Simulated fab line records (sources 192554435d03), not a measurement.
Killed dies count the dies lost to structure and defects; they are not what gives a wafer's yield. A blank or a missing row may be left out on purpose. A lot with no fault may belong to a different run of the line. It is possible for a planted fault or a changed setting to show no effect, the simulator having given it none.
fab line records	flow n5-finfet
record: lots: 3	wafers: 9	last-day: 19
route steps=1938 shown BEOL_M4@1099 BEOL_M5@1112 BEOL_M9@1422 PASSIVATION@1936
lots that met no fault: taken from a fault-free run of the same line
start-h: start of the lot's first displayed wafer, in hours after the record's first day	wait-h: hours since the lot's step before	" identical to the entry in the row above	L1.1+2: one row covering several wafers at once	- no value, or no start was given	* or withheld: withheld	< > ~ a bound
route shown NAME@n: a module of which the file shows steps, and the number in the route of the first	usual: the fault-free wafers' mean and standard deviation	same: alike in all rows	chamber/n: place in a boat	sites: the reading at each site	_std_site: standard deviation of those values	_edge_site: mean of outer sites minus mean of inner sites	radius-mm: for every site, how far away it sits from the centre of the wafer	mask NAME#n: copy n	behind: the last tool/chamber to shape the wafer	hold: reason for holding the lot/hours on hold/outcome of the hold	device: the n, p or np transistor that did not switch	end of line: the tests these same wafers got at the end of their route	for a step that has no rows: nothing shown but its recipe	killed: not the wafer's yield, but the dies lost to structure and defects at the first sort	map: a wafer's dies, x killed, . not, _ none there
set.NAME: the run value of the setting; set.NAME@STEP: its run value at that earlier step	model.NAME: the simulator's own value behind a step, which no gauge read
lots at some steps of the route; a table a step, a row a wafer
services: from which hour (start-h, from the record's first day; less than 0 if before it) a tool's chamber was out of use, for how many hours, and why
== steps ==
step: N5_BEOL_M4_ANNEAL_95
recipe: temp-c: 400	time-s: 240	ambient: vacuum
step: N5_BEOL_M4_SPUTTER_96
recipe: material: Cu	target-thk-a: 45	temp-c: -20	chamber-pressure-pa: 0.07	power-w: withheld	time-s: 8.29
step: N5_BEOL_M4_ECD_50
recipe: material: Cu	target-thk-a: 3000
step: N5_BEOL_M4_ANNEAL_51
recipe: temp-c: 225	time-s: 90	ambient: N2
step: N5_BEOL_M4_CMP_52
recipe: stop-on: SiOC	t-overpolish-s: 6.8	down-force-psi: 1	platen-rpm: 50	clearing-platen-down-force-psi: 1.5	clearing-platen-rpm: 50	post-cmp-clean: cu-alkaline	target-thk-nm: 40	clearing-platen-pad-velocity-m-s: 0.99484	pad-velocity-m-s: 0.99484
step: N5_BEOL_M4_PRE_CLEAN_60
recipe: gas: NH3/H2	time-s: 15	temp-c: *	rf-power-w: 300
step: N5_BEOL_M4_CO_CAP_55
recipe: material: Co	target-thk-a: 20	temp-c: 200	precursor: CCTBA/H2	pressure-torr: 30	time-s: 102.1
step: N5_BEOL_M4_PRE_CLEAN_56
recipe: gas: NH3	time-s: 15	temp-c: withheld	rf-power-w: 300
step: N5_BEOL_M4_DEP_57
recipe: material: SiCN	target-thk-a: 80	temp-c: withheld	precursor: 3MS/NH3	pressure-torr: 3	rf-w: 202	time-s: 14
step: N5_BEOL_M4_RC_MEAS_101
usual: DIBL_N: 36.5/1.9	DIBL_P: 36.4/2.2	IOFF_N: 0.17/0.034	IOFF_P: 0.21/0.036	ION_N: 678/12	ION_P: 462/7.1	SS_N: 71.7/0.61	SS_P: 73.4/0.71	VT_N: 249/3.5	VT_P: -251/3
lot.wafer	tool	chamber	start-h	wait-h	DIBL_N[mV/V]	DIBL_P[mV/V]	IOFF_N[nA/um]	IOFF_P[nA/um]	ION_N[uA/um]	ION_P[uA/um]	SS_N[mV/dec]	SS_P[mV/dec]	VT_N[mV]	VT_P[mV]
L713.2	prober-02	0	209.56	0.2	39.7	41.1	0.24	0.31	690	470	73.1	75.1	242	-247
L713.3	"	0	"	"	35.9	35.4	0.16	0.20	673	456	71.1	72.3	250	-251
L713.5	"	0	"	"	38.7	37.9	0.23	0.26	690	466	71.9	74.1	244	-250
L717.2	prober-01	0	250.03	0.2	38.1	37.9	0.17	0.21	663	458	72.2	73.1	252	-248
L717.3	"	0	"	"	39.3	40.2	0.21	0.26	692	477	72.7	73.7	245	-249
L717.6	"	0	"	"	38.5	39.6	0.20	0.23	696	466	72.0	73.6	246	-251
L731.2	prober-01	0	347.86	0.2	34.2	32.5	0.13	0.18	671	463	71.7	73.3	252	-253
L731.4	"	0	"	"	35.5	34.0	0.16	0.20	673	467	70.7	74.2	249	-252
L731.6	"	0	"	"	35.3	33.4	0.15	0.18	683	462	71.6	73.3	251	-252
step: N5_BEOL_M5_ILD_DEP_00
recipe: material: SiCOH_lowk	target-thk-a: 1406.4	temp-c: 300	precursor: DEMS/porogen	pressure-torr: 5	rf-w: 500	time-s: 25.9
step: N5_BEOL_M5_CURE_79
recipe: temp-c: 385	time-s: 240	ambient: He/Ar	material: SiCOH_lowk
step: N5_BEOL_M5_PECVD_70
recipe: material: SiO2	target-thk-a: 160	temp-c: 400	precursor: TEOS/O2	pressure-torr: 5.5	rf-w: 450	teos-flow-sccm: 53.8	gas: O2	flow-sccm: 3000	time-s: 18
step: N5_BEOL_M5_HM_DEP_02
recipe: material: TiN	target-thk-a: 200	temp-c: 25	chamber-pressure-pa: 0.49996
step: N5_BEOL_M5_COAT_59
recipe: resist: SOC	temp-c: 250	time-s: 60	spin-rpm: 1500	resist-thk-nm: 60
step: N5_BEOL_M5_COAT_60
recipe: resist: SiARC	temp-c: 220	time-s: 60	spin-rpm: 1500	resist-thk-nm: 12
step: N5_BEOL_M5_COAT_71
recipe: resist: underlayer	temp-c: 205	time-s: 60	spin-rpm: 1500	resist-thk-nm: 5
step: N5_BEOL_M5_COAT_05
recipe: resist: CAR-EUV	spin-rpm: 1500	resist-thk-nm: 30
step: N5_BEOL_M5_EBR_07
recipe: solvent: PGMEA	ebr-width-mm: 1.5
step: N5_BEOL_M5_SOFTBAKE_06
recipe: temp-c: 110	time-s: 60	resist: CAR-EUV
step: N5_BEOL_M5_EXPOSE_08
recipe: mask-id: M5	na: 0.33	source-shape: annular	sigma-inner: 0.4	sigma-outer: 0.8	polarization: unpolarized	target-cd-nm: 28	dose-mj: 35.75
step: N5_BEOL_M5_PEB_09
recipe: peb-temp-c: 100	peb-time-s: 60	resist: CAR-EUV
step: N5_BEOL_M5_DEVELOP_10
recipe: develop-time-s: 30	developer: TMAH	resist: CAR-EUV	rinse-liquid: surfactant-rinse	dry: air-spin	dev-temp-c: 23
step: N5_BEOL_M5_DESCUM_16
recipe: chemistry: O2	time-s: 7	source-power-w: 50	bias-power-w: 20	pressure-mtorr: 20	rf-frequency-hz: 2.712e+07	temp-c: 40	resist: CAR-EUV	o2-flow-sccm: 225
step: N5_BEOL_M5_ETCH_72
recipe: chemistry: N2/H2	target: underlayer	target-depth-a: 65	mask-material: CAR-EUV	time-s: 5.2	ion-energy-ev: 200	pressure-mtorr: 30	source-w: 840	bias-w: 150	n2-flow-sccm: 200	h2-flow-sccm: 200	ends: cleared
step: N5_BEOL_M5_ETCH_61
recipe: chemistry: CF4	target: SiARC	target-depth-a: 156	mask-material: CAR-EUV	time-s: 26	ion-energy-ev: 80	pressure-mtorr: 40	source-w: 545	bias-w: 36	Ar_flow_sccm: 100	cf4-flow-sccm: 100	ends: cleared
step: N5_BEOL_M5_ETCH_62
recipe: chemistry: N2/H2	target: SOC	target-depth-a: 750	overetch-a: 150	mask-material: SiARC	temp-c: 40	time-s: 112.5	ion-energy-ev: 200	pressure-mtorr: 30	source-w: 840	bias-w: 150	n2-flow-sccm: 200	h2-flow-sccm: 200
step: N5_BEOL_M5_STRIP_63
recipe: chemistry: N2/H2	temp-c: 40	n2-flow-sccm: 200	h2-flow-sccm: 200	rf-frequency-hz: 6e+07
step: N5_BEOL_M5_STRIP_73
recipe: chemistry: N2/H2	temp-c: 40	n2-flow-sccm: 200	h2-flow-sccm: 200	rf-frequency-hz: 6e+07
step: N5_BEOL_M5_STRIP_64
recipe: chemistry: CF4	resist: SiARC	power-w: 300	bias-power-w: 75	pressure-mtorr: 50	cf4-flow-sccm: 150	rf-frequency-hz: 6e+07
step: N5_BEOL_M5_HM_OPEN_17
recipe: chemistry: Cl2/BCl3	target-depth-a: 200	overetch-a: 60	target: TiN	mask-material: SOC	ion-energy-ev: 150	pressure-mtorr: 10	icp-w: 1000	bias-w: 126	Cl2_flow_sccm: 53.25	bcl3-flow-sccm: 21.75	Ar_flow_sccm: 25
step: N5_BEOL_M5_STRIP_19
recipe: chemistry: O2	power-w: 400	temp-c: 40	pressure-mtorr: 30	rf-frequency-hz: 6e+07	bias-power-w: 0	overash-fraction: 0.2	o2-flow-sccm: 225
step: N5_BEOL_M5_COAT_65
recipe: resist: SOC	temp-c: 250	time-s: 60	spin-rpm: 1500	resist-thk-nm: 60
step: N5_BEOL_M5_COAT_66
recipe: resist: SiARC	temp-c: 220	time-s: 60	spin-rpm: 1500	resist-thk-nm: 12
step: N5_BEOL_M9_HM_OPEN_17
recipe: chemistry: Cl2/BCl3	target-depth-a: 200	overetch-a: 60	target: TiN	mask-material: SOC	ion-energy-ev: 150	pressure-mtorr: 10	icp-w: 1000	bias-w: 126	Cl2_flow_sccm: 53.25	bcl3-flow-sccm: 21.75	Ar_flow_sccm: 25
usual: bias-w: 126.0/0.35	drypump-motor-current-A: 5.5/0.46	oes-product-au: 0.65/0.09	throttle-valve-pct: 22.01/0.19
lot.wafer	tool	chamber	start-h	wait-h	bias-w	drypump-motor-current-A	oes-product-au	rf-hours-counter-h	throttle-valve-pct	model.etch.depth-nm	model.SOC_of_BEOL_M9_COAT_59.thk-nm
L713.2	rie-metal-03	0	267.84	0.0	126.1	6.2	0.58	85	22.42	19.95	92.6
L713.3	"	0	"	"	126.0	6.2	0.58	-	22.43	19.61	92.8
L713.5	"	0	"	"	125.5	6.2	0.57	-	22.46	19.63	92.2
L717.2	rie-metal-03	0	298.74	0.0	126.5	6.1	0.59	88	22.44	19.99	92
L717.3	"	0	"	"	126.5	6.1	0.58	-	22.42	20.07	92.4
L717.6	"	0	"	"	126.4	6.2	0.52	-	22.54	16.33	95
L731.2	rie-metal-01	0	403.20	0.0	125.8	4.8	0.76	10	21.88	20.03	92
L731.4	"	1	"	"	126.2	5.9	0.67	-	22.06	20.02	91.8
L731.6	"	1	"	"	125.7	5.9	0.66	-	22.07	19.84	91.8
step: N5_BEOL_M9_VIA_ETCH_34
recipe: chemistry: C4F6/O2	target: SiCOH_lowk	target-depth-a: 1824	mask-material: SOC	taper-deg: 4	time-s: 68.4	ion-energy-ev: 250	pressure-mtorr: 30	source-w: 345	bias-w: 185	Ar_flow_sccm: 300	C4F6_flow_sccm: 10	O2_flow_sccm: 10
usual: C4F6_flow_sccm: 10.004/0.029	bias-w: 185.0/0.6	drypump-motor-current-A: 5.6/0.41	oes-product-au: 0.79/0.084	rf-vpp-V: 665/12	showerhead-plenum-p-Torr: 2.83/0.071	throttle-valve-pct: 20.87/0.25
lot.wafer	tool	chamber	start-h	wait-h	C4F6_flow_sccm	bias-w	drypump-motor-current-A	oes-product-au	rf-hours-counter-h	rf-vpp-V	showerhead-plenum-p-Torr	throttle-valve-pct
L713.2	rie-diel-06	0	270.22	0.0	9.977	184.0	5.2	0.78	133	686	2.77	21.27
L713.3	"	1	"	"	10.018	184.9	6.5	0.67	249	674	2.78	20.85
L713.5	"	1	"	"	10.010	185.7	6.6	0.67	-	675	2.78	20.86
L717.2	rie-diel-05	2	301.29	0.0	10.012	184.8	6.2	0.82	88	687	2.87	20.59
L717.3	"	1	"	"	10.024	184.7	5.6	0.69	242	667	2.90	20.77
L717.6	"	1	"	"	9.986	184.6	5.6	0.28	-	666	2.90	20.63
L731.2	rie-diel-02	1	408.82	0.0	9.952	184.8	5.6	0.75	115	647	2.73	20.94
L731.4	"	3	"	"	10.035	184.5	5.6	0.83	65	659	2.75	20.66
L731.6	"	1	"	"	10.021	185.4	5.6	0.76	-	647	2.73	20.93
step: N5_BEOL_M9_OCD_MEAS_38
usual: trench-depth-nm: 151.0/2.9
lot.wafer	tool	chamber	start-h	wait-h	trench-depth-nm
L713.2	ocd-01	-	270.50	-	151.0
L713.3	"	-	"	"	149.5
L713.5	"	-	"	"	149.4
L717.2	ocd-02	-	301.56	-	153.2
L717.3	"	-	"	"	151.1
L717.6	"	-	"	"	9.0
L731.2	ocd-02	-	409.10	-	147.5
L731.4	"	-	"	"	153.7
L731.6	"	-	"	"	147.3
step: N5_BEOL_M9_CD_MEAS_35
recipe: target-cd-nm: 70	target-cd-y-nm: 40	polarity: opening
usual: cd-nm: 70.4/0.61
lot.wafer	tool	chamber	start-h	wait-h	cd-nm
L713.2	cd-sem-01	-	270.65	0.0	70.4
L713.3	"	-	"	"	69.8
L713.5	"	-	"	"	70.7
L717.2	cd-sem-02	-	301.71	0.0	71.3
L717.3	"	-	"	"	70.2
L717.6	"	-	"	"	-
L731.2	cd-sem-02	-	409.25	0.0	70.2
L731.4	"	-	"	"	71.0
L731.6	"	-	"	"	70.9
step: N5_BEOL_M9_THK_MEAS_53
recipe: thk-meas-gauge: xrf	reads: Cu_of_BEOL_M9_ECD_50
usual: M9_THK: 144/3.4
lot.wafer	tool	chamber	start-h	wait-h	M9_THK[nm]
L713.2	film-metro-01	-	273.61	-	141
L713.3	"	-	"	"	140
L713.5	"	-	"	"	142
L717.2	film-metro-01	-	304.57	-	145
L717.3	"	-	"	"	142
L717.6	"	-	"	"	-
L731.2	film-metro-01	-	411.17	-	141
L731.4	"	-	"	"	147
L731.6	"	-	"	"	140
step: N5_PASSIVATION_PROBE_49
usual: defect-limited-yield: 91.0/1.5	killed_at_M0_to_M3: 35/11	killed_at_M4_up: 13/5	killed-at-contacts: 12/5.9	killed-at-front-end: 42/13	killed-at-other: 3/3.2	killed-dies: 106/18	killed-on-rim: 14/4.2	killed-open: 69/13	killed-short: 35/8.9	sort_bin_5_function: 5.2/0.95	sort_bin_6_memory: 3.3/0.71	sort-n-pass: 1074/18	sort-yield-pct: 91.0/1.5
same: gross-dies: 1180	killed-at-back-side: 0	sort_bin_4_leakage[%]: 0	sort_bin_8_speed[%]: 0
lot.wafer	tool	chamber	start-h	wait-h	defect-limited-yield[%]	killed_at_M0_to_M3	killed_at_M4_up	killed-at-contacts	killed-at-front-end	killed-at-other	killed-dies	killed-on-rim	killed-open	killed-short	sort_bin_5_function[%]	sort_bin_6_memory[%]	sort-n-pass	sort-yield-pct[%]
L713.2	prober-02	-	339.92	0.1	89.5	34	8	19	61	2	124	11	80	43	6.4	3.8	1056	89.5
L713.3	prober-02	-	339.97	0.1	91.2	21	9	15	57	2	104	11	72	32	5.4	3.3	1076	91.2
L713.5	prober-02	-	340.07	0.2	91.4	31	15	7	47	2	102	16	65	36	4.9	3.4	1078	91.4
L717.6	prober-02	-	363.52	0.3	8.3	42	1009	7	18	6	1082	122	54	42	88.9	2.1	98	8.3
killed by level:class
L713.2 STI_FIN_REVEAL:geometric-particle:open=18 MOL_CONTACT_COAG:geometric-particle:open=16 FIN_SAQP:geometric-particle:short=11 FIN_SAQP:geometric-particle:open=8 BEOL_M0_SAQP:geometric-particle:open=7 BEOL_M3:geometric-particle:open=7 GATE_CUT:geometric-particle:short=6 BEOL_M0_SAQP:geometric-particle:short=6
L713.3 STI_FIN_REVEAL:geometric-particle:open=18 MOL_CONTACT_COAG:geometric-particle:open=15 FIN_SAQP:geometric-particle:short=10 STI_FIN_REVEAL:geometric-particle:short=7 DUMMY_GATE:geometric-particle:open=7 FIN_SAQP:geometric-particle:open=6 BEOL_M0_SAQP:geometric-particle:open=5 BEOL_M2:geometric-particle:open=5
L713.5 STI_FIN_REVEAL:geometric-particle:open=13 BEOL_M0_SAQP:geometric-particle:open=11 DUMMY_GATE:geometric-particle:open=7 GATE_CUT:geometric-particle:short=7 BEOL_M0_SAQP:geometric-particle:short=7 MOL_CONTACT_COAG:geometric-particle:open=5 FIN_SAQP:geometric-particle:short=4 STI_FIN_REVEAL:geometric-particle:short=4
L717.6 BEOL_M9:area-open=986 BEOL_M0_SAQP:geometric-particle:short=12 BEOL_M2:geometric-particle:short=11 BEOL_M5:geometric-particle:open=9 MOL_CONTACT_COAG:geometric-particle:open=5 BEOL_M3:geometric-particle:open=5 FIN_SAQP:geometric-particle:open=4 BEOL_M0_SAQP:geometric-particle:open=4
map L717.6 (x killed, . not)
_________________xxxxxxxxxxxx________________
______________xxxxxxxxxxxxxx.xxx_____________
___________xxxxxxxxxxxxxxxxxxxxxxx.__________
__________xxxxxxxxxxxxxxxxxxxxxxxxxx_________
________.x.xxxxxxxxxxxxxxxxxxxxxxx...x_______
_______x.xx.xxxxxxxxxxxxxxxxxxxxxxxx.xx______
______.xx.xxxxxxxxxxxxxxxxxxxxxxxxxxxxxx_____
_____x...xxxx.xxxxxxxxxxxxxxxxxxxxxxxxxx.____
____xxxxxxxxxxxxxxxxxxxxxxxxxxxxxxxxx..xxx___
___.xxx..xxxxxxxxxxxxxxxxxxxxxxxxxxxxxxxxxx__
___..xxxxxxxxxxxxxxxxxxxxxxxxxxxxxxxxxxxxxx__
__xxxxxxxxxxxxxxxxxxxxxxxxxxxxxxxxxxxxx.xxxx_
__x.xxxxxxxxxxxxxxxxxxxxxxxxxxxxxxxxxxxxxxxx_
_x.xxxxxxxxxxxxxxxxxxxxxxxxxxxxxxxxxxxxxxxxx.
_xxxxxxxxxxxxxxxxxxxxxxxxxxxxxxxxxxxxxxxx..xx
_..xx.xxxxxxxxxxxxxxxxxxxxxxxxxxxxxxx.xxxxx.x
_xxx.xxxxxxxxxxxxxxxxxxxxxxxxxxxxxxxxxxxxxxxx
_..x.xxxxxxxxxxxxxxxxxxxxxxxxxxxxxxxxxxxxxxxx
_x.xxxxxxxxxxxxxxxxxxxxxxxxxxxxxxxxxxxxxxxxx.
_x.xxx.xxxxxxxxxxxxxxxxxxxxxxxxxxxxxxxxxxxxxx
_..x...xxxxxxxxxxxxxxxxxxxxxxxxxxxx.xx.xxxxxx
__x...xxxxxxxxxxxxxxxxxxxxxxxxxxxxxx.xxxxxxx_
__.x..xxxxxxxxxxxxxxxxxxxxxx.xxxxx..xx.xxxxx_
___x..xxxxxxxxxxxxxxxxxxxxxx.xx.x...x..x.xx__
___x.xxxxxxxxxxxxxxxxxxxxxxxxx.xxx..x.x.xxx__
____xxxx.xxxxxxxxxxxxxxxxxxxxxxxxxx.x.xx.x___
_____x.xxxxxxxxxxxxxxxxxxxxxxxx..x.xx.xxx____
______x.xxxxxxxxxxxxxxxxxxxxxxxxx.xx.x.x_____
_______xxxxxxxxxxxxxxxxxxxxxxxxxxxx..xx______
________x.xxxxxxxxxxxxxxxxxxxxxxxxxxxx_______
__________xx.xxxxxxxxxxxxxxxxxxxxx.x_________
___________.xxxxxxxxxxxxxxxxxxxxx..__________
______________xxxxxxxxxxxxxxxxxx_____________
_________________xxxxxxxxxxxx________________
map L713.2 (x killed, . not)
_________________......x...x.________________
______________....x....x........_____________
___________......xx................__________
__________.......x.......xx..x......_________
________....x.....x.........x....x...._______
_______.........x...x........x..x...xx.______
______.x...................x............_____
_____........x.........x.........x.......____
____..................x...x....x..........___
___..x...........xx..x............x....x...__
___.x......x..........................x....__
__.x.....x.x........x.......x....xx........._
__..........x...x..x..x...x........x........_
_.........................x..................
_.............x..........xxx.........x.......
_x....x.......x..........x...x.....x..x......
_x...........x....x...x....x..........x......
_..........x..................x..............
_x......................x..............x.....
_.......xx.........x.............x........x..
_....x..x.............................x...x..
__......x.......................x........x.._
__.....x...........x.x.......x.x....x.x....._
___.x.......x..x..x........................__
___x..x............x.x.........x..........x__
____......................................___
_____..x..........x..x.....x..........x..____
______.............x...........x........_____
_______......x........x....x...........______
________....xx......x.......x..x..x..._______
__________.........x................_________
___________......x.x...............__________
______________........x.....x..._____________
_________________............________________
== services ==
tool	chamber	start-h	hours	kind
rie-diel-02	-	257.56	0.3	repair
rie-diel-05	2	260.27	5.0	repair
rie-metal-01	0	260.32	-	clean
rie-metal-01	0	260.32	14.9	scheduled-down
rie-metal-01	0	260.32	14.9	vent-cycle
rie-diel-02	0	271.01	5.8	repair
rie-diel-06	1	271.31	-	clean
rie-diel-06	1	271.31	-	consumable-replace:focus-ring
rie-diel-06	1	271.31	32.9	scheduled-down
rie-diel-06	1	271.31	32.9	vent-cycle
rie-metal-01	-	288.34	0.1	repair
rie-diel-06	-	295.07	0.1	repair
rie-metal-03	0	299.21	7.3	repair
rie-diel-05	3	319.91	10.7	repair
rie-diel-02	1	328.63	4.6	repair
rie-diel-05	1	330.59	-	clean
rie-diel-05	1	330.59	-	consumable-replace:focus-ring
rie-diel-05	1	330.59	19.4	scheduled-down
rie-diel-05	1	330.59	19.4	vent-cycle
rie-metal-03	1	346.76	4.3	repair
rie-diel-02	0	358.37	6.8	repair
rie-diel-05	-	361.43	1.6	repair
rie-diel-02	-	370.37	2.8	pm
rie-diel-06	3	406.45	-	clean
== key ==
first-sign: step: N5_BEOL_M9_VIA_ETCH_34	reading: oes-product-au	direction: down	sigmas: 5.9	usual: 0.79	struck: 0.28
effect: step: N5_BEOL_M9_OCD_MEAS_38	reading: trench-depth-nm	direction: down	sigmas: 48	usual: 151.0	struck: 9.0
effect: step: N5_BEOL_M9_CD_MEAS_35	reading: cd-nm	direction: missing
effect: step: N5_BEOL_M9_THK_MEAS_53	reading: M9_THK	direction: missing
effect: step: N5_PASSIVATION_PROBE_49	reading: killed_at_M4_up	direction: up	sigmas: 99+	usual: 13	struck: 1009
model-effect: step: N5_BEOL_M9_HM_OPEN_17	value: etch.depth-nm	without: 20.17	struck: 16.33
more-kills-born-at: N5_BEOL_M9_HM_OPEN_17@rie-metal-03: 986
met-at N5_BEOL_M9_HM_OPEN_17
struck-wafers L717.6
later-rows-left-out L717.6
onset-between 267.84 298.74
fault: kind: process-parameter-drift	tool: rie-metal-03	chamber: -	onset-h: 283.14	steps: N5_BEOL_M9_HM_OPEN_17	channel: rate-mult	offset: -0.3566	shape: step	end-h: 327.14	scope: struck-wafers-only
later-rows-left-out: the simulator's readings of these wafers behind a module that went badly wrong aren't trusted and aren't shown, but for the sort
